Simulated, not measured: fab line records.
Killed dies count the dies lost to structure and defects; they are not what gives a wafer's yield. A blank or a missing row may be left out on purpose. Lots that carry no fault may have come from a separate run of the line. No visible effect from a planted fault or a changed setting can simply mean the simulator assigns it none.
fab line records	flow nand-harc
record: lots: 7	wafers: 21	last-day: 33
route steps=1302 shown A_M0@1164 A_M1@1169 END@1302
lots that met no fault: from a run of the same line without faults
start-h: hours from the record's first day to the start of the lot's first wafer shown	wait-h: how many hours have passed since the lot's step before this one	" identical to the entry in the row above	L1.1+2: a row that stands for several wafers	- no value, or no start given	* or withheld: withheld	< > ~ a bound
route shown NAME@n: NAME is a module with steps in the file, n the number in the route of the first one	usual: the fault-free wafers' mean and standard deviation	same: alike in all rows	chamber/n: place in a boat	sites: readings site by site	_std_site: the values' standard deviation	_edge_site: mean of outer sites minus mean of inner sites	radius-mm: for every site, how far away it sits from the centre of the wafer	mask NAME#n: copy n	behind: the most recent tool/chamber to have shaped the wafer	hold: the reason the lot was held/the length of the hold in hours/how it ended	device: whichever transistor did not switch (one of n, p or np)	end of line: tests of these same wafers at the route's end	step lacking rows: just its recipe	killed: not the wafer's yield, but the dies lost to structure and defects at the first sort	map: per-die view of a wafer (x killed, . not killed, _ where there is no die)
set.NAME: the setting that was run; set.NAME@STEP: the one run at that earlier step	model.NAME: the simulator's own value behind a step, which no gauge read
lots at selected steps of the route; one table per step, one row per wafer
services: the hour from which a tool's chamber was out of use, counted from the record's first day as start-h (under 0 if before that day), plus the number of hours and why
== steps ==
step: NHARC_A_M0_SRD_25
step: NHARC_A_M0_INSPECT_27
usual: raw-defect-count: 511/120
lot.wafer	tool	chamber	start-h	wait-h	raw-defect-count
L441.1	defect-inspect-02	-	534.46	0.0	592
L441.2	"	-	"	"	575
L441.3	"	-	"	"	456
L448.2	defect-inspect-02	-	614.85	0.0	531
L448.3	"	-	"	"	400
L448.6	"	-	"	"	498
L452.2	defect-inspect-02	-	658.94	0.0	420
L452.3	"	-	"	"	645
L452.6	"	-	"	"	646
L453.2	defect-inspect-02	-	702.90	0.0	437
L453.3	"	-	"	"	505
L453.5	"	-	"	"	350
L457.1	defect-inspect-02	-	710.41	0.0	496
L457.4	"	-	"	"	555
L457.6	"	-	"	"	459
L459.1	defect-inspect-01	-	729.25	0.0	415
L459.4	"	-	"	"	576
L459.6	"	-	"	"	436
L461.1	defect-inspect-01	-	754.52	0.0	367
L461.3	"	-	"	"	335
L461.4	"	-	"	"	377
step: NHARC_A_M0_PRE_CLEAN_31
recipe: time-s: 12	temp-c: 370	rf-power-w: 300	gas: NH3
usual: heater-power-w: 593/61
lot.wafer	tool	chamber	start-h	wait-h	heater-power-w	since-wet-clean-h
L441.2	pecvd-04	1	534.53	0.1	513	71
L441.3	"	2	"	"	586	71
L441.1	"	0	"	"	620	71
L448.2	pecvd-02	1	614.91	0.1	474	13
L448.3	"	1	"	"	475	-
L448.6	"	1	"	"	494	-
L452.2	pecvd-04	1	659.01	0.1	560	15
L452.3	"	2	"	"	553	15
L452.6	"	2	"	"	547	-
L453.2	pecvd-02	1	702.98	0.1	530	101
L453.3	"	2	"	"	575	101
L453.5	"	2	"	"	582	-
L457.1	pecvd-02	2	710.48	0.1	581	108
L457.6	"	0	"	"	616	-
L457.4	"	1	"	"	552	-
L459.1	pecvd-04	2	729.34	0.1	552	85
L459.4	"	0	"	"	685	-
L459.6	"	1	"	"	587	-
L461.1	pecvd-01	0	754.59	0.1	623	69
L461.3	"	1	"	"	583	69
L461.4	"	2	"	"	610	-
step: NHARC_A_M0_DEP_32
recipe: target-thk-a: 300	temp-c: 370	target-thk-nm: 30	pressure-torr: 3	flow-sccm: 200	rf-w: 450	material: SiCN
usual: heater-power-w: 535/64
lot.wafer	tool	chamber	start-h	wait-h	heater-power-w	since-wet-clean-h
L441.2	pecvd-04	1	534.60	0.1	490	72
L441.3	"	2	"	"	512	72
L441.1	"	0	"	"	567	72
L448.2	pecvd-02	1	615.03	0.1	416	13
L448.3	"	1	"	"	408	-
L448.6	"	1	"	"	420	-
L452.2	pecvd-04	1	659.09	0.1	478	15
L452.3	"	2	"	"	512	15
L452.6	"	2	"	"	518	-
L453.2	pecvd-02	1	703.09	0.1	469	101
L453.3	"	2	"	"	496	101
L453.5	"	2	"	"	485	-
L457.1	pecvd-02	2	710.55	0.1	540	108
L457.6	"	0	"	"	477	-
L457.4	"	1	"	"	435	-
L459.1	pecvd-04	2	729.48	0.1	444	85
L459.4	"	0	"	"	598	-
L459.6	"	1	"	"	535	-
L461.1	pecvd-01	0	754.67	0.1	647	69
L461.3	"	1	"	"	650	69
L461.4	"	2	"	"	579	-
step: NHARC_A_M1_DEP_00
recipe: target-thk-a: 1825	target-thk-nm: 182.5	temp-c: withheld	pressure-torr: 5	flow-sccm: 200	rf-w: 600	material: SiOC
step: NHARC_A_M1_DEHYDRATE_01
recipe: temp-c: 150	time-s: 120
step: NHARC_A_M1_HMDS_02
recipe: time-s: 30
step: NHARC_A_M1_COAT_34
recipe: temp-c: 200	time-s: 65
step: NHARC_A_M1_COAT_03
recipe: spin-rpm: 1500	resist-thk-nm: 90
step: NHARC_A_M1_SOFTBAKE_04
recipe: temp-c: 105	time-s: 55
step: NHARC_A_M1_EBR_05
step: NHARC_A_M1_EXPOSE_06
recipe: na: 1.35	target-cd-nm: 120	dose-mj: 75.13	mask-id: A_M1
lot.wafer	tool	chamber	start-h	wait-h	mask	model.A_M1.overlay-x-nm
L441.1+2+3	arfi-scanner-02	0	535.71	-	A_M1#0	-0.2114
L448.2+3+6	arfi-scanner-03	0	616.39	-	A_M1#0	0.7024
L452.2+3+6	arfi-scanner-03	0	660.19	-	A_M1#0	28.55
L453.2+3+5	arfi-scanner-03	0	704.16	-	A_M1#0	29.1
L457.1+4+6	arfi-scanner-03	0	711.67	-	A_M1#0	27.84
L459.1+4+6	arfi-scanner-02	0	730.48	-	A_M1#0	0.2194
L461.1+3+4	arfi-scanner-02	0	755.77	-	A_M1#0	-0.7488
step: NHARC_A_M1_PEB_07
recipe: peb-temp-c: 100	peb-time-s: 65
step: NHARC_A_M1_DEVELOP_08
recipe: develop-time-s: 35	dev-temp-c: 23
step: NHARC_A_M1_CD_MEAS_09
recipe: target-cd-nm: 120	landing-energy-ev: 500
usual: cd-nm: 120.0/0.57
lot.wafer	tool	chamber	start-h	wait-h	cd-nm
L441.1	cd-sem-03	0	535.85	-	120.6
L441.2	"	0	"	"	121.0
L441.3	"	0	"	"	119.7
L448.2	cd-sem-03	0	616.53	-	119.6
L448.3	"	0	"	"	120.5
L448.6	"	0	"	"	119.2
L452.2	cd-sem-02	0	660.33	-	120.0
L452.3	"	0	"	"	119.8
L452.6	"	0	"	"	121.4
L453.2	cd-sem-03	0	704.29	-	120.4
L453.3	"	0	"	"	119.9
L453.5	"	0	"	"	119.4
L457.1	cd-sem-01	0	711.81	-	119.6
L457.4	"	0	"	"	120.7
L457.6	"	0	"	"	120.2
L459.1	cd-sem-03	0	730.62	-	121.3
L459.4	"	0	"	"	120.2
L459.6	"	0	"	"	121.6
L461.1	cd-sem-02	0	755.91	-	119.5
L461.3	"	0	"	"	119.8
L461.4	"	0	"	"	119.9
step: NHARC_A_M1_OVL_MEAS_10
recipe: pitch-nm: 240
usual: overlay-x-nm: 0.1/0.79	overlay-y-nm: 0.1/0.73
lot.wafer	tool	chamber	start-h	wait-h	overlay-x-nm	overlay-y-nm
L441.1	overlay-01	-	535.94	-	-0.4	-0.8
L441.2	"	-	"	"	0.0	-0.3
L441.3	"	-	"	"	-0.4	-0.4
L448.2	overlay-01	-	616.61	-	0.3	1.5
L448.3	"	-	"	"	1.3	0.6
L448.6	"	-	"	"	1.0	0.7
L452.2	overlay-01	-	660.42	-	29.3	1.6
L452.3	"	-	"	"	28.1	1.2
L452.6	"	-	"	"	28.8	2.4
L453.2	overlay-02	-	704.38	-	28.7	-0.4
L453.3	"	-	"	"	29.5	0.0
L453.5	"	-	"	"	29.2	-0.9
L457.1	overlay-01	-	711.90	-	27.3	-0.4
L457.4	"	-	"	"	28.2	-0.7
L457.6	"	-	"	"	27.6	-0.7
L459.1	overlay-01	-	730.71	-	0.2	-1.1
L459.4	"	-	"	"	0.7	-0.5
L459.6	"	-	"	"	0.5	-0.2
L461.1	overlay-02	-	756.00	-	-0.7	1.0
L461.3	"	-	"	"	-0.5	1.1
L461.4	"	-	"	"	-0.7	0.5
step: NHARC_A_M1_INSPECT_11
usual: raw-defect-count: 74/37
lot.wafer	tool	chamber	start-h	wait-h	raw-defect-count
L441.1	defect-inspect-01	-	535.98	0.0	126
L441.2	"	-	"	"	122
L441.3	"	-	"	"	127
L448.2	defect-inspect-01	-	616.65	0.0	145
L448.3	"	-	"	"	105
L448.6	"	-	"	"	115
L452.2	defect-inspect-02	-	660.46	0.0	68
L452.3	"	-	"	"	64
L452.6	"	-	"	"	71
L453.2	defect-inspect-02	-	704.42	0.0	20
L453.3	"	-	"	"	27
L453.5	"	-	"	"	23
L457.1	defect-inspect-02	-	711.93	0.0	34
L457.4	"	-	"	"	34
L457.6	"	-	"	"	37
L459.1	defect-inspect-02	-	730.75	0.0	33
L459.4	"	-	"	"	52
L459.6	"	-	"	"	39
L461.1	defect-inspect-01	-	756.04	0.0	83
L461.3	"	-	"	"	72
L461.4	"	-	"	"	68
step: NHARC_END_SORT_01
recipe: temp-c: 25
usual: defect-limited-yield: 91/3.2	killed-at-array: 53/21	killed-at-other: 0.8/1.1	killed-at-periphery: 4.2/2.7	killed-dies: 58/22	killed-open: 3.4/1.9	killed-short: 2.5/1.6	sort_bin_2_pct: 3.1/1.4	sort_bin_3_pct: 0.6/0.43	sort_bin_4_pct: 4.9/1.7	sort-n-pass: 619/22	sort-rim-yield-pct: 96.9/1.8	sort-yield-pct: 91/3.2
same: gross-dies: 677	sort_bin_5_pct[%]: 0	sort_bin_6_pct[%]: 0	sort_bin_7_pct[%]: 0	sort_bin_8_pct[%]: 0	sort-rim-n-gross: 106.00
lot.wafer	tool	chamber	start-h	wait-h	defect-limited-yield[%]	killed-at-array	killed-at-other	killed-at-periphery	killed-dies	killed-open	killed-short	sort_bin_2_pct[%]	sort_bin_3_pct[%]	sort_bin_4_pct[%]	sort-n-pass	sort-rim-yield-pct[%]	sort-yield-pct[%]
L452.2	prober-01	0	697.28	2.8	92	52	0	5	57	4	5	3.7	0.4	4.3	620	95.3	92
L452.3	prober-01	0	698.08	3.1	91	59	1	2	62	8	2	3.4	0.3	5.5	615	96.2	91
L452.6	prober-01	0	700.48	4.0	91	53	0	9	62	5	4	2.4	1.0	5.8	615	96.2	91
L457.1	prober-01	0	758.88	2.5	95	31	0	3	34	1	1	2.2	0.1	2.7	643	98.1	95
L457.4	prober-01	0	761.22	3.3	94	35	0	3	38	4	1	2.1	0.1	3.4	639	99.1	94
L457.6	prober-01	0	762.79	3.9	93	39	0	7	46	6	3	1.8	1.0	4.0	631	96.2	93
killed by level:class
L452.2 A_CHANNEL_HOLE_D1:chamber-film-flake=30 A_STAIRCASE:chamber-film-flake=6 A_CONTACT:chamber-film-flake=4 P_M1:chamber-film-flake=3 A_ONON_D2:geometric-particle:short=2 A_ZERO_WELL:chamber-film-flake=2 P_CONTACT:geometric-particle:short=1 A_ONON_D1:geometric-particle:open=1
L452.3 A_CHANNEL_HOLE_D1:chamber-film-flake=34 A_SLIT:chamber-film-flake=6 A_CONTACT:chamber-film-flake=6 A_ONON_D2:geometric-particle:open=3 A_WL_FILL:chamber-film-flake=2 P_M0:geometric-particle:open=1 A_CHANNEL_FILL_D1:geometric-particle:open=1 A_CHANNEL_FILL_D1:geometric-particle:short=1
L452.6 A_CHANNEL_HOLE_D1:chamber-film-flake=34 P_M1:chamber-film-flake=5 A_STAIRCASE:chamber-film-flake=4 A_CONTACT:chamber-film-flake=4 P_M0:geometric-particle:open=3 A_WL_FILL:chamber-film-flake=2 A_SOURCE_PLATE:geometric-particle:open=1 A_ONON_D1:geometric-particle:short=1
L457.1 A_CHANNEL_HOLE_D1:chamber-film-flake=10 A_ZERO_WELL:chamber-film-flake=5 A_STAIRCASE:chamber-film-flake=5 A_SLIT:chamber-film-flake=4 A_CONTACT:chamber-film-flake=4 P_GATE:chamber-film-flake=3 A_STAIRCASE:geometric-particle:short=1 A_CONTACT:geometric-particle:open=1
L457.4 A_CHANNEL_HOLE_D1:chamber-film-flake=13 A_ZERO_WELL:chamber-film-flake=5 A_CONTACT:chamber-film-flake=5 A_STAIRCASE:chamber-film-flake=4 A_CHANNEL_FILL_D2:chamber-film-flake=2 A_SLIT:chamber-film-flake=2 P_M0:geometric-particle:open=1 P_M1:geometric-particle:open=1
L457.6 A_CHANNEL_HOLE_D1:chamber-film-flake=11 A_CONTACT:chamber-film-flake=9 P_GATE:chamber-film-flake=4 A_STAIRCASE:chamber-film-flake=4 A_SLIT:chamber-film-flake=4 A_ZERO_WELL:chamber-film-flake=3 P_CONTACT:geometric-particle:open=2 A_CHANNEL_FILL_D1:geometric-particle:open=2
== services ==
tool	chamber	start-h	hours	kind
arfi-scanner-03	-	551.54	4.0	pm
arfi-scanner-03	-	562.37	7.1	repair
arfi-scanner-02	-	572.82	3.3	repair
pecvd-02	-	589.23	13.0	pm
pecvd-02	0	589.23	13.0	vent-cycle
pecvd-02	1	589.23	13.0	vent-cycle
pecvd-02	2	589.23	13.0	vent-cycle
pecvd-02	0	602.23	-	clean
pecvd-02	1	602.23	-	clean
pecvd-02	2	602.23	-	clean
pecvd-02	0	609.25	15.8	repair
pecvd-01	1	614.62	20.6	repair
pecvd-04	-	631.12	13.0	pm
pecvd-04	0	631.12	13.0	vent-cycle
pecvd-04	1	631.12	13.0	vent-cycle
pecvd-04	2	631.12	13.0	vent-cycle
arfi-scanner-02	-	656.00	4.0	pm
pecvd-04	2	656.06	2.1	repair
arfi-scanner-02	-	667.80	1.1	repair
pecvd-01	-	673.00	13.0	pm
arfi-scanner-03	-	684.74	3.3	repair
arfi-scanner-03	-	697.17	4.1	repair
arfi-scanner-03	-	723.54	4.0	pm
arfi-scanner-03	-	737.51	2.2	repair
== key ==
first-sign: step: NHARC_A_M1_OVL_MEAS_10	reading: overlay-x-nm	direction: up	sigmas: 36	usual: 0.1	struck: 28.5
effect none on later readings
model-effect: step: NHARC_A_M1_EXPOSE_06	value: A_M1.overlay-x-nm	without: 0.1361	struck: 28.5
met-at NHARC_A_M1_EXPOSE_06
struck-wafers L452.2,L452.3,L452.6,L453.2,L453.3,L453.5,L457.1,L457.4,L457.6
onset-between 616.39 660.19
fault: kind: scanner-matching-overlay	tool: arfi-scanner-03	chamber: -	onset-h: 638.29	steps: NHARC_A_M1_EXPOSE_06	offset: 28.36
